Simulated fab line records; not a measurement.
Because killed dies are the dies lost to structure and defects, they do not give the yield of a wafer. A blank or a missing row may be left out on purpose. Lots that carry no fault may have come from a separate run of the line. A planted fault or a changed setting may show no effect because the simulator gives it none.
A struck lot beside a sound one -- flow nand harc -- 42 steps out of a route of 1302
Sound: these wafers, L989.4, L989.5, L989.6. Struck: wafer L994.5; the same lot's L994.3 was not struck, so it is left out; see the end for the cause.
For every step that has rows: the tool of each side, followed by ch and its chambers, followed by its first start. Under that, the readings that differ: sound wafers -- struck wafers -- difference of the means -- sigmas: that difference in standard deviations of wafers without a fault.
alike: readings with means less than 2 such deviations apart, plus words and numbers identical on both sides. not compared: withheld readings, readings lacking a value on some wafer, bounds such as >300 that could conceal the same value, and numbers that have no deviation in the record and whose values overlap.
A row with sigmas, a row that says differs or no value, or rows on one side alone: a step with any of these is where the two part. Numbers that don't overlap but have no deviation are shown without sigmas and don't part them. Lack of a reading on every wafer of one side parts them only where that side has two or more wafers.

first, 1 step without rows for these wafers: NHARC_P_STI_HARDBAKE_13 (time 65 s).
NHARC_P_STI_DESCUM_14: chemistry O2, time 3 s.
  sound on rie diel-13 ch 0,3, day 6 03:05; struck on rie diel-03 ch 2, day 8 05:54
  alike: drypump motor current A, o2 flow sccm, oes product au, rf vpp V, showerhead plenum p Torr, throttle valve pct
  not compared: rf hours counter h
NHARC_P_STI_ETCH_42: etches the open film in N2/H2, target depth 80 nm, overetch 24 nm, time 61 s.
  sound on rie diel-13 ch 0,1,2, day 6 03:10; struck on rie diel-03 ch 2, day 8 06:01
  alike: drypump motor current A, oes product au, rf fwd power W, rf vpp V, showerhead plenum p Torr, throttle valve pct
  not compared: rf hours counter h
NHARC_P_STI_ETCH_31: etches the open film in CF4/CHF3, target depth 108.9 nm, time 54.5 s.
  sound: rie diel-13 ch 2,3; struck: rie diel-03 ch 1
reading,sound,struck,difference,sigmas
oes product au (a.u.),0.930 0.950 0.944,0.977,+0.036,+3
  alike: drypump motor current A, rf fwd power W, rf vpp V, showerhead plenum p Torr, throttle valve pct
  not compared: rf hours counter h
NHARC_P_STI_ETCH_15: etches the open film in HBr/Cl2, target depth 300 nm, time 100.1 s.
  sound on rie si-03 ch 0,2,3, day 6 03:28; struck on rie si-04 ch 0, day 8 06:13
  alike: drypump motor current A, oes product au, rf fwd power W, throttle valve pct
  not compared: rf hours counter h
NHARC_P_STI_CD_MEAS_16:
  sound: cd sem-02 at day 6 03:36; struck: cd sem-01 at day 8 06:23
  alike: cd nm
NHARC_P_STI_OCD_MEAS_17:
  sound: ocd-02 at day 6 03:41; struck: ocd-01 at day 8 06:28
  alike: trench depth nm, trench foot cd nm
then, 3 steps without rows for these wafers: NHARC_P_STI_STRIP_19 (strips in SPM, time 900 s); NHARC_P_STI_PRECLEAN_32 (cleans in SC1); NHARC_P_STI_SRD_23.
NHARC_P_STI_OCD_MEAS_43:
  sound: ocd-01 at day 6 04:11; struck: ocd-02 at day 8 06:58
  alike: trench depth nm, trench foot cd nm
then, 1 step without rows for these wafers: NHARC_P_STI_OXIDE_33 (material SiO2, target thk 10 nm, ox time 281 s).
NHARC_P_STI_HDPCVD_20: deposits SiO2.
  sound on hdpcvd-01 ch 0,1, day 6 17:53; struck on hdpcvd-01 ch 0, day 8 14:50
then, 1 step without rows for these wafers: NHARC_P_STI_ANNEAL_34 (time 1800 s).
NHARC_P_STI_CMP_21: polishes, t overpolish 20 s, target thk 380.67 nm.
  sound on cmp-04 ch 0,3, day 7 08:28; struck on cmp-04 ch 2, day 9 01:32
  alike: edge zone pressure frac, motor current A, overpolish run s
then, 7 steps without rows for these wafers: NHARC_P_STI_SRD_35; NHARC_P_STI_ETCH_36 (etches SiO2 in dHF, target depth 38.8 nm); NHARC_P_STI_STRIP_24 (strips Si3N4 in H3PO4); NHARC_P_STI_ETCH_37 (etches SiO2 in dHF, target depth 11 nm); NHARC_P_STI_PRECLEAN_38 (cleans in SC1); NHARC_P_STI_SRD_39; NHARC_P_STI_OXIDE_40 (material SiO2, target thk 10 nm, ox time 1362 s).
NHARC_P_STI_INSPECT_25:
  sound: defect inspect-02 at day 7 17:37; struck: defect inspect-01 at day 9 11:24
  alike: raw defect count
then, 12 steps without rows for these wafers: NHARC_P_GATE_ETCH_69 (etches SiO2 in dHF, target depth 14 nm); NHARC_P_GATE_PRECLEAN_70 (cleans in SC1); NHARC_P_GATE_SRD_01; NHARC_P_GATE_OXIDE_02 (material SiO2, target thk 37.5 nm, ox time 365 s); NHARC_P_GATE_DEHYDRATE_03 (time 120 s); NHARC_P_GATE_HMDS_04 (time 30 s); NHARC_P_GATE_COAT_05; NHARC_P_GATE_SOFTBAKE_06 (time 95 s); NHARC_P_GATE_EBR_07; NHARC_P_GATE_EXPOSE_08 (exposes mask P HV); NHARC_P_GATE_PEB_09 (peb time 85 s); NHARC_P_GATE_DEVELOP_10 (time 70 s).
NHARC_P_GATE_CD_MEAS_11: the cd target is 1640 nm.
  the record has rows for the sound wafers here (cd sem-01 ch 0, day 8 02:02) and none for the struck ones
then, 5 steps without rows for these wafers: NHARC_P_GATE_HARDBAKE_12 (time 80 s); NHARC_P_GATE_DESCUM_13 (chemistry O2, time 3 s); NHARC_P_GATE_ETCH_14 (etches SiO2 in dHF, target depth 48.8 nm); NHARC_P_GATE_STRIP_15 (strips in SPM, time 780 s); NHARC_P_GATE_PRECLEAN_71 (cleans in SC1).
-- record jumps: 21 days between struck wafers' starts before vs after; left off in module P_GATE, resumes in module END, first step shown is number 1302 of the route --
NHARC_END_SORT_01:
  only the struck wafers appear in the record here, on prober-02 ch 0 at day 30 01:20; the sound ones have no rows

WHERE THEY PART
First at NHARC_P_STI_ETCH_31; last, within this record, at NHARC_END_SORT_01.

WHY: what had been put in by the simulator
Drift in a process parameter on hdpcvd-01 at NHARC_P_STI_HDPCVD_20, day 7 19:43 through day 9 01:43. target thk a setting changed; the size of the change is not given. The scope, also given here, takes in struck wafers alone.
